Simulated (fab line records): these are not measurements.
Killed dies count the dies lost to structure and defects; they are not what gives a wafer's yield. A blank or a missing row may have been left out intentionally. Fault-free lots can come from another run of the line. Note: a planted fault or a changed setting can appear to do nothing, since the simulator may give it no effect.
Chamber matching | flow nand harc | 4 sister chambers for NHARC_A_CONTACT_ALD_18 on ald metal-03
The step deposits TiN, target thk 3 nm, pulse time 1 s, ald cycles 150. 8 wafers are shown with their chamber, then 9 later ones without.

== WAFERS, EACH WITH ITS CHAMBER ==
wafer  | chamber | heater power w (W) | precursor pulse height rel
L080.1 | 2       | 1058               | 0.983
L084.3 | 2       | 1036               | 0.978
L087.1 | 3       | 1043               | 1.008
L087.5 | 1       | 1158               | 0.966
L087.6 | 0       | 1052               | 0.962
L085.2 | 1       | 1185               | 0.983
L085.3 | 0       | 1041               | 1.017
L085.5 | 3       | 984                | 0.992

== WAFERS WITH NO CHAMBER GIVEN ==
wafer  | heater power w (W) | precursor pulse height rel
L090.2 | 1014               | 0.961
L090.4 | 1176               | 0.996
L090.5 | 1015               | 0.976
L094.2 | 1044               | 0.986
L094.5 | 1038               | 0.983
L094.6 | 961                | 1.025
L097.3 | 1163               | 1.000
L097.4 | 1075               | 0.977
L097.6 | 960                | 1.008

== EACH ONE'S CHAMBER ==
wafer  | from the rows above          | in truth
L090.2 | can't be placed: 2 or 3 or 0 | 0
L090.4 | 1                            | 1
L090.5 | can't be placed: 3 or 2 or 0 | 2
L094.2 | can't be placed: 0 or 2 or 3 | 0
L094.5 | can't be placed: 2 or 0 or 3 | 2
L094.6 | can't be placed: 3 or 0 or 2 | 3
L097.3 | 1                            | 1
L097.4 | can't be placed: 2 or 0 or 3 | 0
L097.6 | can't be placed: 3 or 0 or 2 | 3
2 of 9 placed correctly. Cannot be placed on the basis of these rows: 7; the candidates contain the true chamber in 7. Placed wrongly: 0.
How it was worked out, from the rows above alone: a wafer's distance from a chamber is the root of the sum, over the readings, of the square of ((its reading less the chamber's mean) divided by the reading's scatter). If the next closest chamber is less than 2 further off than the closest, the wafer can't be placed; otherwise it belongs to the closest. A chamber's mean is the mean of its shown wafers. The scatter is the square root of a quotient: the sum, over the shown wafers, of each reading's squared deviation from its chamber's mean, divided by wafers minus chambers.
